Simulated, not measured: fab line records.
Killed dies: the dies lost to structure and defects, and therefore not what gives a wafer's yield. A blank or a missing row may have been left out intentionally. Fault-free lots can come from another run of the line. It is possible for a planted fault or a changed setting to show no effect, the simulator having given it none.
A lot that was struck, set against a sound lot	flow nand harc	15 out of 1159 route steps
Sound: wafers L362.1, L362.2, L362.4. Struck: wafer L381.6 (L381.1, L381.3, from the same lot, were not struck and are left out); the cause is given at the end.
At each step with rows: each side's tool, then ch and its chambers, then its first start. Under that, the readings that differ: sound wafers	struck wafers	difference of the means	sigmas: that difference in standard deviations of wafers without a fault.
alike: same words and numbers on both sides, and readings whose means sit less than 2 such deviations apart. not compared: any withheld reading, any reading some wafer has no value for, any bound like >300 that may hide the same value, and any number with overlapping values for which the record gives no deviation.
Wherever a step has rows on one side only, a row that says differs or no value, or a row with sigmas, the two part there. Numbers that don't overlap but have no deviation are shown without sigmas and don't part them. A reading missing from all wafers of one side parts the sides only when that side holds two or more wafers.

first, 5 steps without rows for these wafers: NHARC_A_SGD_CUT_SOFTBAKE_04 (time 55 s); NHARC_A_SGD_CUT_EBR_05; NHARC_A_SGD_CUT_EXPOSE_06 (exposes mask SGD); NHARC_A_SGD_CUT_PEB_07 (peb time 65 s); NHARC_A_SGD_CUT_DEVELOP_08 (develop time 35 s).
NHARC_A_SGD_CUT_CD_MEAS_09: target cd 100 nm.
  sound on cd sem-02 ch 0, day 14 19:17; struck on cd sem-02 ch 0, day 19 06:56
  alike: cd nm
NHARC_A_SGD_CUT_OVL_MEAS_10:
  sound: overlay-02 at day 14 19:23; struck: overlay-02 at day 19 07:02
reading	sound	struck	difference	sigmas
overlay x nm (nm)	0.1 -0.3 -0.3	-2.4	-2.2	-2
  alike: overlay y nm
NHARC_A_SGD_CUT_INSPECT_11:
  sound: defect inspect-02 at day 14 19:25; struck: defect inspect-02 at day 19 07:04
  alike: raw defect count
NHARC_A_SGD_CUT_DESCUM_14: chemistry O2, time 3 s.
  sound on rie diel-03 ch 2,3, day 14 19:29; struck on rie diel-04 ch 3, day 19 07:07
reading	sound	struck	difference	sigmas
drypump motor current A (A)	4.8 4.9 4.9	5.8	+0.9	+2
throttle valve pct (%)	11.316 11.295 11.307	11.328	+0.022	+3
  alike: oes product au, rf vpp V, showerhead plenum p Torr
  not compared: rf hours counter h
NHARC_A_SGD_CUT_ETCH_58: etches the open film in CF4, target depth 39 nm, time 65 s.
  sound on rie diel-03 ch 0,2,3, day 14 19:35; struck on rie diel-04 ch 3, day 19 07:13
  alike: drypump motor current A, oes product au, rf fwd power W, rf vpp V, showerhead plenum p Torr, throttle valve pct
  not compared: rf hours counter h
NHARC_A_SGD_CUT_ETCH_59: etches the open film in N2/H2, target depth 260 nm, time 406.25 s.
  sound: rie diel-03 ch 0,3; struck: rie diel-04 ch 2
reading	sound	struck	difference	sigmas
rf fwd power W (W)	400.2 400.0 400.6	397.4	-2.9	-2
  alike: drypump motor current A, oes product au, rf vpp V, showerhead plenum p Torr, throttle valve pct
  not compared: rf hours counter h
NHARC_A_SGD_CUT_ETCH_15: etches the open film in CH3F/O2, target depth 75 nm, time 64.3 s.
  sound: rie diel-03 ch 2,3; struck: rie diel-04 ch 3
reading	sound	struck	difference	sigmas
drypump motor current A (A)	4.9 4.9 4.8	5.8	+0.9	+2
throttle valve pct (%)	20.666 20.681 20.661	20.650	-0.019	-2
  alike: oes product au, rf fwd power W, rf vpp V, showerhead plenum p Torr
  not compared: rf hours counter h
NHARC_A_SGD_CUT_ETCH_16: etches the open film in C4F8/O2/Ar, target depth 310.5 nm, time 155.2 s.
  sound on rie diel-03 ch 0,2, day 14 20:10; struck on rie diel-04 ch 1, day 19 07:42
reading	sound	struck	difference	sigmas
oes product au (a.u.)	0.961 1.011 1.008	0.896	-0.097	-5
  alike: rf fwd power W, rf vpp V
  not compared: rf hours counter h
then, 1 step without rows for these wafers: NHARC_A_SGD_CUT_STRIP_60 (strips in C4F8/O2/Ar).
-- record jumps: 5 days between struck wafers' starts before vs after; left off in module A_SGD_CUT, resumes in module END, first step shown is number 1159 of the route --
NHARC_END_SORT_01:
  only the struck wafers appear in the record here, on prober-01 ch 0 at day 24 09:59; the sound ones have no rows

## WHERE THEY PART
Last at NHARC_END_SORT_01 as far as this record goes, first at NHARC_A_SGD_CUT_OVL_MEAS_10.

WHY: what had been put in by the simulator
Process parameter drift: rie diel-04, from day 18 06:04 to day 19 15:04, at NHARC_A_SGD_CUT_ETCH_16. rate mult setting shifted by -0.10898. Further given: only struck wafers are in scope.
